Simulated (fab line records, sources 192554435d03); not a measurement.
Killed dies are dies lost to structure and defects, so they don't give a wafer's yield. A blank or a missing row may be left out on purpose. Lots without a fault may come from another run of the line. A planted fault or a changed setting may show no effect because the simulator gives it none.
Split-lot experiment | flow n5_finfet | 7 lots, 21 wafers read, on a route of 1938 steps

THE SPLIT
At N5_BEOL_M3_COAT_22 (resist thk 30 nm), the setting spin_rpm was moved away from the recipe's 1500 rpm on 4 of the 21 wafers read, by -9.8% to -5.9%. The other wafers ran this setting at the recipe's value.

FROM THE SPLIT TO THE READING: what the file shows between them, 2 steps
- N5_BEOL_M3_EBR_24
- N5_BEOL_M3_SOFTBAKE_23: time 60 s

THE READING
CAR-EUV_of_BEOL_M3_COAT_22.thk_nm (the simulator's own value, which no gauge read), in nm, at N5_BEOL_M3_DESCUM_33 (chemistry O2, time 7 s). The file gives no usual value for it. The 17 wafers here that ran the recipe average 26.1 nm, standard deviation 0.1 nm.

wafer  | tool, chamber at the split | spin_rpm as run, rpm | against the recipe | CAR-EUV_of_BEOL_M3_COAT_22.thk_nm, nm | against lot-mates on the recipe
L078.1 | litho_track-02, 0          | 1500                 | recipe             | 26                                    | -
L078.4 | litho_track-02, 0          | 1500                 | recipe             | 26.2                                  | -
L078.5 | litho_track-02, 0          | 1500                 | recipe             | 26.2                                  | -
L081.2 | litho_track-01, 0          | 1500                 | recipe             | 26.2                                  | -
L081.3 | litho_track-01, 0          | 1500                 | recipe             | 26.2                                  | -
L081.5 | litho_track-01, 0          | 1500                 | recipe             | 26                                    | -
L080.3 | litho_track-05, 0          | 1500                 | recipe             | 26                                    | -
L080.4 | litho_track-05, 0          | 1500                 | recipe             | 26                                    | -
L080.6 | litho_track-05, 0          | 1500                 | recipe             | 26                                    | -
L088.1 | litho_track-02, 0          | 1500                 | recipe             | 26                                    | -
L088.3 | litho_track-02, 0          | 1500                 | recipe             | 26                                    | -
L088.5 | litho_track-02, 0          | 1353                 | -9.8%              | 27.6                                  | +1.6
L091.1 | litho_track-01, 0          | 1500                 | recipe             | 26.2                                  | -
L091.2 | litho_track-01, 0          | 1500                 | recipe             | 26.2                                  | -
L091.6 | litho_track-01, 0          | 1500                 | recipe             | 26.2                                  | -
L093.1 | litho_track-05, 0          | 1500                 | recipe             | 26.2                                  | -
L093.2 | litho_track-05, 0          | 1362                 | -9.2%              | 27.6                                  | +1.4
L093.4 | litho_track-05, 0          | 1362                 | -9.2%              | 27.6                                  | +1.4
L096.2 | litho_track-02, 0          | 1411                 | -5.9%              | 27                                    | +0.9
L096.5 | litho_track-02, 0          | 1500                 | recipe             | 26.2                                  | -
L096.6 | litho_track-02, 0          | 1500                 | recipe             | 26                                    | -

THE FIT
A straight line over all 21 wafers: CAR-EUV_of_BEOL_M3_COAT_22.thk_nm changes by -0.158 nm for each +1% of spin_rpm; r = -0.99; the points scatter about the line by 0.097 nm.
The same after taking each lot's own level away (the mean of its wafers on the recipe; 21 wafers): -0.156 nm for each +1%; r = -0.99; scatter 0.065 nm.
On that fit, the largest move of spin_rpm shifts the reading by 1.5 nm.
The lots' own levels span 26.00 to 26.20 nm, that is 2.0 times the standard deviation above.
So the lot-to-lot level changes the slope little: the two slopes agree.
Check: with one of the wafers moved furthest among these (-9.8%) left out of the fit, the line predicts +1.49 nm for it against its lot-mates. It came out at +1.6 nm against them.

OTHER SPLITS ON THESE WAFERS
These wafers also went through other splits before the reading. Each is held against what the fit with the lots' levels taken away leaves over:
other split on the same wafers | wafers away from the commonest value | r with CAR-EUV_of_BEOL_M3_COAT_22.thk_nm (lot level and that fit taken away)
N5_BEOL_M2_COAT_67 spin_rpm    | 7                                    | +0.06
N5_BEOL_M2_DESCUM_33 time_s    | 6                                    | -0.21
N5_BEOL_M3_ETCH_64 time_s      | 2                                    | -0.51

THE WHOLE CHAIN: every reading that the file lists as answering this split, in the file's order
step                 | what it does           | reading                                                                            | change (the file's fit)               | r (the file's)
N5_BEOL_M3_COAT_22   | resist thk 30 nm       | CAR-EUV_of_BEOL_M3_COAT_22.thk_nm (the simulator's own value, which no gauge read) | -0.168 nm for each +1% of the setting | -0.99
N5_BEOL_M3_DESCUM_33 | chemistry O2, time 7 s | CAR-EUV_of_BEOL_M3_COAT_22.thk_nm (the simulator's own value, which no gauge read) | -0.157 nm for each +1% of the setting | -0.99

THE FILE'S OWN FIT
CAR-EUV_of_BEOL_M3_COAT_22.thk_nm changes by -0.157 nm for each +1% of spin_rpm, r = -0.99.
